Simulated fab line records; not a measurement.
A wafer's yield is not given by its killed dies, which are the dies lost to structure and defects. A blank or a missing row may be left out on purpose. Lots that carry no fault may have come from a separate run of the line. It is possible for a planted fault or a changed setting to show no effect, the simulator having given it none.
A lot that was struck, set against a sound lot	flow n5_finfet	35 steps out of a route of 1938
Sound: these wafers, L363.2, L363.3, L363.5. Struck: wafers L375.2, L375.6 (left out: L375.3, a lot-mate that was not struck); the cause follows at the end.
Each step with rows lists, per side, the tool, then ch with its chambers, then its first start. Under that, the readings that differ: sound wafers	struck wafers	difference of the means	sigmas: that difference in standard deviations of wafers without a fault.
alike: words and numbers the same on both sides, and readings whose means are apart by under 2 such deviations; not compared: readings that were withheld, readings missing a value for some wafer, numbers with overlapping values and no deviation given by the record, and bounds like >300 which may hide the same value.
The two part at a step that has a row with sigmas, a row that says differs or no value, or rows on one side only. Numbers that have no deviation but don't overlap get no sigmas and don't part them. A reading that every wafer of one side lacks parts them only if that side has two wafers or more.

first, 12 steps without rows for these wafers: N5_SD_EPI_P_ETCH_37 (etches SOC in N2/H2, overetch 108 nm, time 486 s); N5_SD_EPI_P_STRIP_38 (strips in N2/H2); N5_SD_EPI_P_ETCHBACK_46 (etches SiNx in CH3F/O2, stops on SiO2, target depth 17.5 nm); N5_SD_EPI_P_ETCH_47 (etches SiOCN in CH3F/O2, target depth 25 nm); N5_SD_EPI_P_ETCH_16 (etches SiO2 in CHF3/O2, target depth 5 nm); N5_SD_EPI_P_STRIP_50 (strips in CHF3/O2); N5_SD_EPI_P_SD_RECESS_17 (chemistry HBr/Cl2/O2, target depth 39.1 nm, bt time 3 s); N5_SD_EPI_P_WET_ETCH_45 (etches SiO2 in dHF, time 10.7 s, target depth 2 nm, rinse time 30 s); N5_SD_EPI_P_STRIP_40 (strips in N2/H2); N5_SD_EPI_P_PRECLEAN_52 (cleans in O3/DIW, time 60 s); N5_SD_EPI_P_SRD_20 (time 30 s); N5_SD_EPI_P_PRECLEAN_51 (cleans in NF3:NH3, afs cycles 1, time 20 s, sublimation time 60 s).
N5_SD_EPI_P_VAPOR_ETCH_44: etches SiGe30 in NF3/Ar, time 3.3 s.
  sound on epi_rpcvd-03 ch 0, day 3 23:00; struck on epi_rpcvd-03 ch 0, day 7 00:31
then, 20 steps without rows for these wafers: N5_SD_EPI_P_EPI_21 (deposits SiGe:B, time 355 s); N5_SD_EPI_P_HM_STRIP_48 (strips SiNx in H3PO4, material SiNx, target depth 3 nm); N5_SD_EPI_P_SRD_49 (time 30 s); N5_SD_EPI_P_PRECLEAN_24 (cleans in O3/DIW, time 45 s); N5_SD_EPI_P_PRECLEAN_32 (cleans in dHF, time 10 s); N5_SD_EPI_P_PRECLEAN_33 (cleans in SC2, time 45 s); N5_SD_EPI_P_SRD_25 (time 30 s); N5_SD_ACTIVATION_RTA_00 (time 0 s); N5_SD_ACTIVATION_LSA_01 (time 0.0008 s); N5_ILD0_LINER_00 (material SiNx, target thk 4 nm, pulse time 1 s, purge time 2 s); N5_ILD0_FCVD_FILL_01 (material SiO2 flowable, target thk 200 nm, time 328.3 s); N5_ILD0_CURE_02 (time 1800 s); N5_ILD0_CMP_03 (polishes, stops on SiNx, t overpolish 1.9 s, target thk 197.38 nm); N5_ILD0_CMP_07 (polishes SiO2 flowable, stops on poly-Si, t overpolish 1.18 s, target thk 138.88 nm); N5_ILD0_PRECLEAN_10 (cleans in NF3:NH3, afs cycles 5, time 20 s, sublimation time 60 s); N5_ILD0_ALD_15 (deposits SiNx, target thk 24 nm, pulse time 1 s, ald cycles 480); N5_ILD0_CMP_12 (polishes SiNx, stops on poly-Si, t overpolish 6 s, target thk 17.67 nm); N5_SDB_HM_DEP_00 (deposits SiNx from SiH4/NH3/N2, target thk 40 nm, time 35.3 s); N5_SDB_COAT_03 (time 60 s, resist thk 100 nm); N5_SDB_COAT_04 (time 60 s, resist thk 18 nm).
-- the record jumps here: 6 days lie between the struck wafers' starts before and after (it left off in module SDB and takes up again in module BEOL_M4, whose first step shown is number 1111 of the route) --
N5_BEOL_M4_RC_MEAS_101:
  sound on prober-01 ch 0, day 8 22:01; struck on prober-01 ch 0, day 12 12:50
reading	sound	struck	difference	sigmas
DIBL_P (mV/V)	40.7 33.9 36.1	57.9 50.5	+17.3	+6
IOFF_P (nA/um)	0.32 0.18 0.23	1.70 0.92	+1.07	+22
IOFF_P_85C (nA/um)	5.1 3.2 3.9	20.6 12.1	+12.3	+18
IOFF_P_LIN (nA/um)	0.135 0.093 0.108	0.506 0.343	+0.312	+18
ION_P (uA/um)	474 455 466	554 534	+79	+9
REXT_P (ohm.um)	101.9 102.2 101.4	79.7 80.8	-21.6	-9
SS_P (mV/dec)	75.0 73.3 73.5	78.0 75.3	+2.7	+3
VT_P (mV)	-246 -250 -245	-216 -222	+28	+7
VT_P_LVT (mV)	-92 -99 -95	-65 -72	+27	+7
  alike: DIBL_N, IOFF_N, ION_N, SS_N, VT_N
-- the record jumps here: 4 days lie between the struck wafers' starts before and after (it left off in module BEOL_M4 and takes up again in module PASSIVATION, whose first step shown is number 1936 of the route) --
N5_PASSIVATION_PROBE_49:
  record: rows for the struck wafers here (prober-01, day 16 17:59), none for the sound ones

== WHERE THEY PART ==
At N5_BEOL_M4_RC_MEAS_101 first; at N5_PASSIVATION_PROBE_49 last (within this record only).

WHY: the cause the simulator had injected
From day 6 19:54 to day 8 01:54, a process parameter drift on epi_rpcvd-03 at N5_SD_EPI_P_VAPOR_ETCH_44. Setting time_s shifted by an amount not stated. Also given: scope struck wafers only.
